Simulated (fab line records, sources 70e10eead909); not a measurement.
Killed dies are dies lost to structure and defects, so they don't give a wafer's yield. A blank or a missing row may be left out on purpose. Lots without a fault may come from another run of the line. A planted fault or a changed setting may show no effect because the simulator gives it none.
fab line records | flow nand_harc
record lots=10 wafers=30 last_day=32
route steps=1302 shown A_CHANNEL_HOLE_D2@584 END@1302
lots that met no fault: from a run of the same line without faults
start_h: hours from the record's first day to the start of the lot's first wafer shown | wait_h: hours since the lot's step before | " the same as in the row above | L1.1+2: a row that stands for several wafers | - no value, or no start given | * or withheld: withheld | < > ~ a bound
route shown NAME@n: a module of which the file shows steps, and the number in the route of the first | usual: mean/standard deviation of fault-free wafers | same: alike in all rows | chamber/n: place in a boat | sites: the reading at each site | _std_site: their standard deviation | _edge_site: outer sites' mean less inner sites' | radius_mm: how far each site lies from the wafer's centre | mask NAME#n: copy n | behind: the tool/chamber that last shaped the wafer | hold: why the lot was held/for how many hours/how that ended | device: the transistor (n, p or np) that didn't switch | end of line: the same wafers' tests at the end of the route | a step without rows: its recipe alone | killed: dies lost to structure and defects at the first sort, not the wafer's yield | map: a wafer's dies, x killed, . not, _ none there
set.NAME: the setting as run; set.NAME@STEP: as run at that earlier step | model.NAME: the simulator's own value behind a step, which no gauge read
steps of the route over a sample of lots; a table a step, a row a wafer
services: from which hour (start_h, from the record's first day; less than 0 if before it) a tool's chamber was out of use, for how many hours, and why
## steps
# step NHARC_A_CHANNEL_HOLE_D2_INSPECT_12
# usual raw_defect_count=29/24
# columns lot.wafer tool chamber start_h wait_h raw_defect_count
L788.2 defect_inspect-02 - 300.84 0.0 2
L788.3 " - " " 8
L788.4 " - " " 7
L790.1 defect_inspect-02 - 308.39 0.0 4
L790.5 " - " " 9
L790.6 " - " " 2
L792.2 defect_inspect-02 - 333.91 0.0 8
L792.4 " - " " 4
L792.5 " - " " 7
L791.1 defect_inspect-02 - 334.11 0.0 49
L791.5 " - " " 51
L791.6 " - " " 56
L797.1 defect_inspect-01 - 393.38 0.0 60
L797.2 " - " " 58
L797.6 " - " " 41
L800.1 defect_inspect-01 - 402.57 0.0 57
L800.2 " - " " 52
L800.5 " - " " 51
L806.1 defect_inspect-02 - 464.47 0.0 18
L806.2 " - " " 26
L806.4 " - " " 21
L805.1 defect_inspect-01 - 468.18 0.0 69
L805.3 " - " " 55
L805.5 " - " " 58
L809.1 defect_inspect-02 - 499.56 0.0 18
L809.3 " - " " 22
L809.4 " - " " 23
L808.1 defect_inspect-01 - 499.82 0.0 3
L808.4 " - " " 3
L808.5 " - " " 10
# step NHARC_A_CHANNEL_HOLE_D2_ETCH_16
# recipe target_depth_a=31000 over_etch_frac=0.3 time_s=806 ion_energy_ev=150 o2_flow_sccm=400 cos_flow_sccm=20 ar_flow_sccm=0 rf_w=500 bias_w=300 chemistry=O2/COS
# usual bias_w=299.9/0.81 chamber_pressure_mTorr=19.997/0.018 cos_flow_sccm=19.99/0.056 drypump_motor_current_A=5.5/0.38 mfc_ar_sccm=0.006/0.007 oes_product_au=1.000/0.014 rf_fwd_power_W=499.7/1.4 rf_vpp_V=314.6/1.7 showerhead_plenum_p_Torr=3.15/0.1 throttle_valve_pct=28.330/0.0095
# columns lot.wafer tool chamber start_h wait_h bias_w chamber_pressure_mTorr cos_flow_sccm drypump_motor_current_A mfc_ar_sccm oes_product_au rf_fwd_power_W rf_hours_counter_h rf_vpp_V showerhead_plenum_p_Torr throttle_valve_pct
L788.4 rie_diel-11 3 - - 298.6 19.990 19.99 5.5 0.006 1.004 498.8 1 314.3 3.18 28.316
L788.3 " 0 " " 299.9 19.994 19.94 5.7 0 0.991 499.5 1 317.1 3.28 28.344
L788.2 " 1 " " 299.1 19.998 19.98 5.0 0.020 0.994 499.6 2 314.4 3.06 28.331
L790.1 rie_diel-11 1 - - 300.4 20.005 20.12 5.0 0.020 1.001 499.8 2 313.2 3.06 28.332
L790.5 " 1 " " 298.9 20.001 19.99 5.0 0.020 1.007 498.2 - 313.9 3.06 28.338
L790.6 " 2 " " 299.2 20.024 19.99 5.5 0 1.008 500.1 - 316.3 3.26 28.333
L792.4 rie_diel-04 3 - - 300.3 20.007 19.92 4.9 0 1.013 498.6 8 317.0 3.10 28.339
L792.2 " 1 " " 298.5 19.995 19.96 5.8 0 1.028 501.3 8 313.7 3.07 28.328
L792.5 " 2 " " 299.0 19.995 19.98 5.0 0.014 0.992 497.5 - 315.1 3.21 28.329
L791.1 rie_diel-11 3 - - 298.1 19.979 19.97 5.5 0.006 1.013 499.8 3 315.3 3.18 28.319
L791.6 " 3 " " 299.7 20.006 19.94 5.5 0.006 1.015 500.1 - 315.4 3.18 28.337
L791.5 " 0 " " 300.5 19.999 19.97 5.7 0 0.986 500.9 - 316.5 3.28 28.332
L797.2 rie_diel-04 1 - - 299.5 19.985 19.96 5.7 0 1.015 498.9 1 313.7 3.07 28.346
L797.1 " 3 " " 300.7 20.003 19.96 4.9 0 0.983 499.7 1 315.4 3.10 28.328
L797.6 " 0 " " 300.2 19.986 19.93 6.0 0 0.997 498.3 - 311.9 3.05 28.339
L800.2 rie_diel-11 3 - - 299.1 19.981 20.08 5.5 0.006 1.027 498.7 9 315.6 3.17 28.327
L800.1 " 0 " " 299.4 20.017 19.99 5.7 0 1.001 497.4 10 317.8 3.27 28.329
L800.5 " 3 " " 300.4 19.982 20.09 5.5 0.006 1.020 501.1 - 315.0 3.17 28.313
L806.2 rie_diel-11 1 - - 298.6 19.974 20.01 5.0 0.020 1.019 500.9 2 312.6 3.06 28.324
L806.4 " 2 " " 298.4 19.991 19.91 5.5 0 0.981 499.9 2 315.8 3.26 28.329
L806.1 " 3 " " 300.9 20.048 20.06 5.5 0.006 0.985 500.7 3 314.0 3.17 28.329
L805.1 rie_diel-04 3 - - 300.9 20.029 20.01 4.9 0 0.989 498.1 6 312.2 3.10 28.329
L805.3 " 0 " " 299.7 19.979 19.97 6.0 0 0.994 499.5 4 312.7 3.05 28.335
L805.5 " 1 " " 299.8 20.027 20.03 5.8 0 1.017 499.2 - 313.0 3.07 28.331
L809.1 rie_diel-06 1 - - 298.8 19.990 20.00 5.8 0 0.992 501.7 1 317.7 3.34 28.325
L809.3 " 2 " " 299.4 20.025 19.98 5.8 0.010 1.002 497.0 1 311.6 2.94 28.337
L809.4 " 2 " " 298.9 20.005 20.07 5.8 0.010 0.990 496.2 - 312.5 2.94 28.308
L808.1 rie_diel-04 1 - - 299.0 20.014 19.90 5.8 0 1.025 499.8 8 313.3 3.07 28.343
L808.4 " 2 " " 300.5 19.947 19.97 5.0 0.014 1.000 500.7 6 315.7 3.20 28.317
L808.5 " 0 " " 300.8 19.997 20.04 6.0 0 0.997 502.7 - 312.8 3.05 28.330
# step NHARC_A_CHANNEL_HOLE_D2_ETCH_21
# recipe bias_v=3000 source_w=withheld pressure_mtorr=20 time_s=514.3 ar_flow_sccm=375 c4f8_flow_sccm=89.3 o2_flow_sccm=35.7 temp_c=-20 target_depth_a=16000 chemistry=C4F8/O2/Ar
# usual c4f8_flow_sccm=89.28/0.28 chamber_pressure_mTorr=20.001/0.018 drypump_motor_current_A=5.7/0.49 mfc_ar_sccm=374.9/0.99 showerhead_plenum_p_Torr=3.670/0.026 throttle_valve_pct=32.155/0.0096
# columns lot.wafer tool chamber start_h wait_h c4f8_flow_sccm chamber_pressure_mTorr drypump_motor_current_A mfc_ar_sccm rf_hours_counter_h showerhead_plenum_p_Torr throttle_valve_pct
L788.2 har_etch-01 1 304.87 0.3 89.05 19.999 5.7 375.2 157 3.697 32.153
L788.4 " 1 " " 89.43 19.988 5.7 374.0 - 3.696 32.156
L788.3 " 0 " " 89.27 20.000 5.6 375.3 - 3.697 32.169
L790.1 har_etch-01 0 310.18 0.3 - - - - - - -
L790.5 " 1 " " - - - - - - -
L790.6 " 0 " " - - - - - - -
L792.2 har_etch-01 1 337.61 0.3 - - - - - - -
L792.4 " 0 " " - - - - - - -
L792.5 " 0 " " - - - - - - -
L791.1 har_etch-02 1 339.89 0.3 - - - - - - -
L791.5 " 0 " " - - - - - - -
L791.6 " 1 " " - - - - - - -
L797.1 har_etch-02 0 402.39 0.3 89.44 19.963 6.4 375.0 8 3.706 32.163
L797.2 " 1 " " 89.87 19.979 4.8 374.7 8 3.663 32.165
L797.6 " 0 " " 89.53 19.979 6.4 372.2 - 3.707 32.151
L800.2 har_etch-01 1 408.24 0.3 89.08 19.997 5.7 373.0 214 3.665 32.167
L800.1 " 0 " " 89.15 20.002 5.6 376.7 214 3.666 32.160
L800.5 " 0 " " 89.18 20.009 5.7 376.2 - 3.666 32.154
L806.1 har_etch-01 0 468.36 0.3 89.70 19.979 5.6 374.9 249 3.646 32.163
L806.2 " 1 " " 89.08 20.006 5.7 374.6 249 3.647 32.156
L806.4 " 0 " " 89.15 20.009 5.7 375.2 - 3.647 32.161
L805.1 har_etch-01 0 472.61 0.3 89.00 20.006 5.7 376.9 253 3.645 32.147
L805.3 " 0 " " 89.25 19.988 5.6 374.9 - 3.644 32.159
L805.5 " 1 " " 89.12 19.994 5.7 372.7 - 3.645 32.148
L809.1 har_etch-01 0 501.52 0.3 89.24 19.996 5.7 373.5 264 3.638 32.148
L809.3 " 1 " " 89.11 19.991 5.7 373.4 - 3.638 32.172
L809.4 " 0 " " 89.14 19.995 5.6 375.7 - 3.639 32.142
L808.1 har_etch-02 1 501.64 0.3 89.19 19.993 4.8 375.5 65 3.632 32.132
L808.4 " 1 " " 89.54 19.996 4.8 375.6 - 3.632 32.138
L808.5 " 1 " " 89.18 19.999 4.8 374.3 - 3.632 32.145
# step NHARC_A_CHANNEL_HOLE_D2_ETCH_23
# recipe bias_v=5000 source_w=withheld pressure_mtorr=20 time_s=819 ar_flow_sccm=375 c4f8_flow_sccm=89.3 o2_flow_sccm=35.7 temp_c=-20 target_depth_a=16000 chemistry=C4F8/O2/Ar
# usual c4f8_flow_sccm=89.23/0.25 chamber_pressure_mTorr=20.000/0.017 drypump_motor_current_A=5.7/0.49 mfc_ar_sccm=374.9/1.1 showerhead_plenum_p_Torr=3.670/0.026 throttle_valve_pct=32.154/0.0091
# columns lot.wafer tool chamber start_h wait_h c4f8_flow_sccm chamber_pressure_mTorr drypump_motor_current_A mfc_ar_sccm rf_hours_counter_h showerhead_plenum_p_Torr throttle_valve_pct
L788.2 har_etch-01 1 305.89 0.5 89.27 19.997 5.8 375.4 158 3.696 32.129
L788.4 " 1 " " 89.28 20.013 5.7 374.7 - 3.696 32.152
L788.3 " 0 " " 89.24 20.026 5.7 377.1 - 3.696 32.153
L790.1 har_etch-01 0 311.24 0.5 89.60 19.986 5.6 376.7 162 3.694 32.150
L790.5 " 1 " " 89.61 20.007 5.7 374.1 - 3.694 32.145
L790.6 " 0 " " 89.18 19.989 5.6 375.8 - 3.694 32.127
L792.2 har_etch-01 1 338.62 0.5 89.35 20.012 5.7 374.6 170 3.690 32.155
L792.4 " 0 " " 89.12 20.016 5.7 376.4 - 3.690 32.162
L792.5 " 0 " " 89.57 19.998 5.6 377.0 - 3.690 32.160
L791.1 har_etch-02 1 340.93 0.5 89.44 19.986 4.8 375.9 387 3.681 32.141
L791.5 " 0 " " 89.16 19.980 6.4 374.8 - 3.725 32.160
L791.6 " 1 " " 89.44 19.964 4.8 375.3 - 3.681 32.157
L797.1 har_etch-02 0 403.39 0.5 89.13 20.010 6.4 376.9 9 3.706 32.154
L797.2 " 1 " " 89.30 19.971 4.8 372.8 9 3.663 32.140
L797.6 " 0 " " 89.43 19.998 6.4 375.5 - 3.706 32.156
L800.2 har_etch-01 1 409.25 0.5 88.98 19.996 5.7 374.8 215 3.665 32.156
L800.1 " 0 " " 88.98 19.992 5.6 375.7 215 3.665 32.141
L800.5 " 0 " " 89.00 20.005 5.6 375.0 - 3.665 32.146
L806.1 har_etch-01 0 469.37 0.5 88.62 19.994 5.6 376.6 250 3.646 32.152
L806.2 " 1 " " 88.86 19.984 5.7 376.3 250 3.646 32.151
L806.4 " 0 " " 89.48 20.002 5.7 375.0 - 3.646 32.146
L805.1 har_etch-01 0 473.67 0.5 89.22 19.997 5.7 375.1 254 3.644 32.147
L805.3 " 0 " " 88.84 19.989 5.7 375.6 - 3.644 32.158
L805.5 " 1 " " 89.15 20.011 5.7 376.8 - 3.645 32.140
L809.1 har_etch-01 0 502.58 0.5 89.43 19.989 5.7 375.1 265 3.638 32.151
L809.3 " 1 " " 88.95 19.973 5.7 372.4 - 3.638 32.149
L809.4 " 0 " " 89.25 20.013 5.6 374.2 - 3.638 32.149
L808.1 har_etch-02 1 502.69 0.5 89.12 19.972 4.8 374.5 66 3.632 32.161
L808.4 " 1 " " 89.04 20.002 4.8 374.1 - 3.631 32.164
L808.5 " 1 " " 88.58 20.009 4.8 373.8 - 3.632 32.169
# step NHARC_A_CHANNEL_HOLE_D2_CD_MEAS_31
# usual cd_nm=89.4/1.8
# columns lot.wafer tool chamber start_h wait_h cd_nm
L788.2 cd_sem-01 - 310.29 - 91.6
L788.3 " - " " 89.1
L788.4 " - " " 90.0
L790.1 cd_sem-01 - 315.36 - 0.8
L790.5 " - " " 3.2
L790.6 " - " " 0.1
L792.2 cd_sem-02 - 342.69 - 1.8
L792.4 " - " " 2.1
L792.5 " - " " 0.0
L791.1 cd_sem-02 - 344.89 - 2.5
L791.5 " - " " 2.8
L791.6 " - " " 3.4
L797.1 cd_sem-03 - 407.61 - 91.0
L797.2 " - " " 88.6
L797.6 " - " " 92.0
L800.1 cd_sem-02 - 413.32 - 88.5
L800.2 " - " " 90.4
L800.5 " - " " 86.7
L806.1 cd_sem-02 - 473.47 - 88.0
L806.2 " - " " 87.9
L806.4 " - " " 87.2
L805.1 cd_sem-02 - 477.64 - 89.4
L805.3 " - " " 87.5
L805.5 " - " " 86.6
L809.1 cd_sem-03 - 506.56 - 86.8
L809.3 " - " " 89.1
L809.4 " - " " 89.0
L808.1 cd_sem-01 - 506.63 - 90.3
L808.4 " - " " 89.7
L808.5 " - " " 89.4
# step NHARC_A_CHANNEL_HOLE_D2_XSEM_32
# recipe landing_energy_ev=35000
# usual bot_cd_nm=73.9/1.8 bow_nm=8.67/0.19 tilt_deg=0.08/0.047
# columns lot.wafer tool chamber start_h wait_h bot_cd_nm bow_nm tilt_deg
L788.2 xsem-01 0 310.38 0.1 75.8 8.75 0.03
L788.3 " 0 " " 74.0 8.72 0.03
L788.4 " 0 " " 73.7 8.73 0.03
L790.1 xsem-01 0 315.45 0.1 0.3 0.38 0.05
L790.5 " 0 " " 2.7 0.38 0.04
L790.6 " 0 " " 0.0 0.38 0.04
L792.2 xsem-01 0 342.78 0.1 1.6 0.19 0.03
L792.4 " 0 " " 2.0 0.19 0.03
L792.5 " 0 " " 0.0 0.19 0.04
L791.1 xsem-02 0 344.99 0.1 2.5 0.44 0.02
L791.5 " 0 " " 2.6 0.45 0.02
L791.6 " 0 " " 3.4 0.44 0.02
L797.1 xsem-02 0 407.70 0.1 76.1 8.37 0.04
L797.2 " 0 " " 73.8 8.42 0.04
L797.6 " 0 " " 76.5 8.47 0.04
L800.1 xsem-01 0 413.40 0.1 72.9 8.48 0.11
L800.2 " 0 " " 74.8 8.51 0.11
L800.5 " 0 " " 71.0 8.59 0.11
L806.1 xsem-02 0 473.56 0.1 72.9 8.77 0.14
L806.2 " 0 " " 72.7 8.78 0.14
L806.4 " 0 " " 71.6 8.83 0.14
L805.1 xsem-01 0 477.73 0.1 73.7 8.89 0.08
L805.3 " 0 " " 72.8 8.96 0.08
L805.5 " 0 " " 71.3 9.01 0.08
L809.1 xsem-01 0 506.65 0.1 71.1 8.38 0.09
L809.3 " 0 " " 73.3 8.38 0.10
L809.4 " 0 " " 73.7 8.46 0.09
L808.1 xsem-02 0 506.72 0.1 75.8 9.05 0.06
L808.4 " 0 " " 74.7 9.15 0.06
L808.5 " 0 " " 74.7 9.17 0.06
# step NHARC_END_SORT_01
# recipe temp_c=25
# usual killed_at_array=59/21 killed_at_other=1.0/1.1 killed_at_periphery=4.0/2.6 killed_dies=64/21 killed_open=3.2/1.7 killed_short=2.5/1.5
# same gross_dies=677
# columns lot.wafer tool chamber start_h wait_h killed_at_array killed_at_other killed_at_periphery killed_dies killed_open killed_short
L790.1 prober-01 0 593.59 2.5 673 2 2 677 4 3
L790.5 prober-01 0 596.84 3.7 674 2 1 677 3 3
L790.6 prober-01 0 597.65 4.1 672 0 5 677 3 1
L792.2 prober-02 0 624.03 2.8 668 0 9 677 6 3
L792.4 prober-02 0 625.62 3.4 672 0 5 677 6 7
L792.5 prober-02 0 626.41 3.7 676 0 1 677 2 8
L791.1 prober-02 0 631.06 2.5 674 0 3 677 2 4
L791.5 prober-02 0 634.22 3.7 671 0 6 677 9 6
L791.6 prober-02 0 635.01 4.0 674 0 3 677 7 1
L797.2 prober-02 0 664.15 2.8 48 1 4 53 0 4
L800.1 prober-02 0 673.42 2.5 80 1 3 84 3 3
L800.2 prober-02 0 674.22 2.8 75 2 2 79 1 2
L800.5 prober-02 0 676.64 3.7 85 1 3 89 2 1
# killed by level:class
L790.1 A_CHANNEL_HOLE_D2:area_etch=655 A_CHANNEL_HOLE_D2:chamber_film_flake=6 A_CHANNEL_HOLE_D1:chamber_film_flake=4 A_CHANNEL_HOLE_D2:geometric_particle:open=2 THIN_TSV:chamber_film_flake=2 P_M0:geometric_particle:short=1 A_CHANNEL_FILL_D1:geometric_particle:open=1 A_ONON_D2:geometric_particle:short=1
L790.5 A_CHANNEL_HOLE_D2:area_etch=651 A_CHANNEL_HOLE_D2:chamber_film_flake=9 A_CHANNEL_HOLE_D1:chamber_film_flake=4 A_ONON_D2:geometric_particle:short=2 A_CONTACT:chamber_film_flake=2 THIN_TSV:chamber_film_flake=2 A_ONON_D1:geometric_particle:open=1 A_CHANNEL_FILL_D1:geometric_particle:open=1
L790.6 A_CHANNEL_HOLE_D2:area_etch=658 A_CHANNEL_HOLE_D2:chamber_film_flake=8 P_STI:chamber_film_flake=3 A_CONTACT:chamber_film_flake=2 P_M0:geometric_particle:open=1 A_ONON_D1:geometric_particle:short=1 A_ONON_D1:geometric_particle:open=1 A_BLC:geometric_particle:open=1
L792.2 A_CHANNEL_HOLE_D2:area_etch=644 A_CHANNEL_HOLE_D2:chamber_film_flake=11 P_GATE:chamber_film_flake=4 A_CHANNEL_HOLE_D2:geometric_particle:open=2 A_WL_FILL:geometric_particle:short=2 P_ZERO_WELL:chamber_film_flake=2 A_CONTACT:chamber_film_flake=2 P_CONTACT:geometric_particle:open=1
L792.4 A_CHANNEL_HOLE_D2:area_etch=645 A_CHANNEL_HOLE_D2:chamber_film_flake=8 A_CHANNEL_HOLE_D2:geometric_particle:short=5 A_CONTACT:chamber_film_flake=5 P_M0:geometric_particle:open=2 A_CHANNEL_HOLE_D2:geometric_particle:open=2 A_CONTACT:geometric_particle:open=2 A_ONON_D2:geometric_particle:short=1
L792.5 A_CHANNEL_HOLE_D2:area_etch=636 A_CHANNEL_HOLE_D2:chamber_film_flake=8 A_CONTACT:chamber_film_flake=7 A_CHANNEL_HOLE_D1:chamber_film_flake=5 A_CHANNEL_HOLE_D2:geometric_particle:short=4 A_ZERO_WELL:chamber_film_flake=3 A_WL_FILL:chamber_film_flake=3 A_STAIRCASE:chamber_film_flake=2
L791.1 A_CHANNEL_HOLE_D2:area_etch=568 A_CHANNEL_HOLE_D2:chamber_film_flake=33 A_CHANNEL_HOLE_D1:chamber_film_flake=29 A_SLIT:chamber_film_flake=26 A_CONTACT:chamber_film_flake=5 A_STAIRCASE:chamber_film_flake=5 P_GATE:chamber_film_flake=2 A_DECK1_JOINT:chamber_film_flake=2
L791.5 A_CHANNEL_HOLE_D2:area_etch=578 A_SLIT:chamber_film_flake=36 A_CHANNEL_HOLE_D1:chamber_film_flake=22 A_CHANNEL_HOLE_D2:chamber_film_flake=16 A_CHANNEL_HOLE_D2:geometric_particle:open=5 A_STAIRCASE:chamber_film_flake=5 A_CONTACT:chamber_film_flake=3 P_CONTACT:geometric_particle:open=2
L791.6 A_CHANNEL_HOLE_D2:area_etch=578 A_SLIT:chamber_film_flake=32 A_CHANNEL_HOLE_D1:chamber_film_flake=27 A_CHANNEL_HOLE_D2:chamber_film_flake=20 A_CONTACT:chamber_film_flake=7 A_STAIRCASE:chamber_film_flake=3 A_ONON_D2:geometric_particle:open=2 P_GATE:geometric_particle:open=1
L797.2 A_CHANNEL_HOLE_D1:chamber_film_flake=35 A_CONTACT:chamber_film_flake=3 P_GATE:chamber_film_flake=2 A_CHANNEL_FILL_D1:chamber_film_flake=2 A_CHANNEL_FILL_D2:chamber_film_flake=2 P_M0:geometric_particle:short=1 A_ONON_D1:geometric_particle:short=1 A_CHANNEL_FILL_D1:geometric_particle:short=1
L800.1 A_CHANNEL_HOLE_D1:chamber_film_flake=34 A_SLIT:chamber_film_flake=26 A_CHANNEL_HOLE_D2:chamber_film_flake=14 P_CONTACT:geometric_particle:open=1 A_SOURCE_PLATE:geometric_particle:open=1 A_ONON_D1:geometric_particle:short=1 A_ONON_D2:geometric_particle:open=1 A_CHANNEL_FILL_D2:geometric_particle:short=1
L800.2 A_CHANNEL_HOLE_D1:chamber_film_flake=32 A_SLIT:chamber_film_flake=26 A_CHANNEL_HOLE_D2:chamber_film_flake=13 THIN_TSV:chamber_film_flake=2 A_CONTACT:chamber_film_flake=2 P_GATE:geometric_particle:short=1 A_DECK1_JOINT:geometric_particle:short=1 A_ONON_D2:geometric_particle:open=1
L800.5 A_SLIT:chamber_film_flake=36 A_CHANNEL_HOLE_D1:chamber_film_flake=30 A_CHANNEL_HOLE_D2:chamber_film_flake=15 P_GATE:geometric_particle:open=1 A_CHANNEL_FILL_D1:geometric_particle:open=1 A_CHANNEL_FILL_D2:geometric_particle:short=1 P_ZERO_WELL:chamber_film_flake=1 P_GATE:chamber_film_flake=1
## services
# columns tool chamber start_h hours kind
rie_diel-11 0 289.08 - clean
rie_diel-11 1 289.08 - clean
rie_diel-11 2 289.08 - clean
rie_diel-11 3 289.08 - clean
rie_diel-06 - 307.20 9.0 pm
rie_diel-04 2 308.22 9.9 repair
rie_diel-04 1 331.78 1.3 repair
rie_diel-04 - 354.90 9.0 pm
rie_diel-04 1 367.83 2.4 repair
xsem-01 - 374.00 14.0 pm
har_etch-02 - 377.00 17.0 pm
har_etch-02 0 377.00 17.0 vent_cycle
har_etch-02 1 377.00 17.0 vent_cycle
rie_diel-06 3 390.45 2.7 repair
har_etch-02 0 394.00 - clean
har_etch-02 1 394.00 - clean
har_etch-02 1 394.00 - consumable_replace:focus_ring
rie_diel-04 3 394.43 13.1 repair
rie_diel-04 0 410.01 8.0 repair
rie_diel-04 2 412.94 13.6 repair
rie_diel-11 - 432.58 9.0 pm
rie_diel-06 - 450.84 0.8 repair
rie_diel-06 - 484.20 9.0 pm
rie_diel-04 0 497.22 3.1 repair
## key
first_sign step=NHARC_A_CHANNEL_HOLE_D2_ETCH_21 reading=tool_record direction=missing
effect step=NHARC_A_CHANNEL_HOLE_D2_CD_MEAS_31 reading=cd_nm direction=down sigmas=48 usual=89.4 struck=1.9
effect step=NHARC_A_CHANNEL_HOLE_D2_XSEM_32 reading=bow_nm direction=down sigmas=44 usual=8.67 struck=0.34
effect step=NHARC_END_SORT_01 reading=killed_at_array direction=up sigmas=29 usual=59 struck=673
more_kills_born_at NHARC_A_CHANNEL_HOLE_D2_ETCH_21@har_etch-01=3889 NHARC_A_CHANNEL_HOLE_D2_ETCH_21@har_etch-02=1724
met_at NHARC_A_CHANNEL_HOLE_D2_ETCH_21
struck_lots L790,L791,L792
later_rows_left_out L790.1,L790.5,L790.6,L791.1,L791.5,L791.6,L792.2,L792.4,L792.5
tester_left_out L790,L791,L792
not_acting_at NHARC_A_CHANNEL_HOLE_D2_INSPECT_12,NHARC_A_CHANNEL_HOLE_D2_ETCH_16,NHARC_A_CHANNEL_HOLE_D2_ETCH_23
onset_between 304.87 310.18
fault kind=skipped_step_whole tool=har_etch-01,har_etch-02 chamber=- onset_h=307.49 steps=NHARC_A_CHANNEL_HOLE_D2_ETCH_21 scope=struck_lots_only
# tester_left_out: of these lots the tester's yield and bins aren't shown, on N5 and GAA mostly nor the transistor test; their killed dies are dies lost to structure and defects alone, not to doping, threshold or leakage, so they don't give the yield
# later_rows_left_out: the simulator's readings of these wafers behind a module that went badly wrong aren't trusted and aren't shown, but for the sort
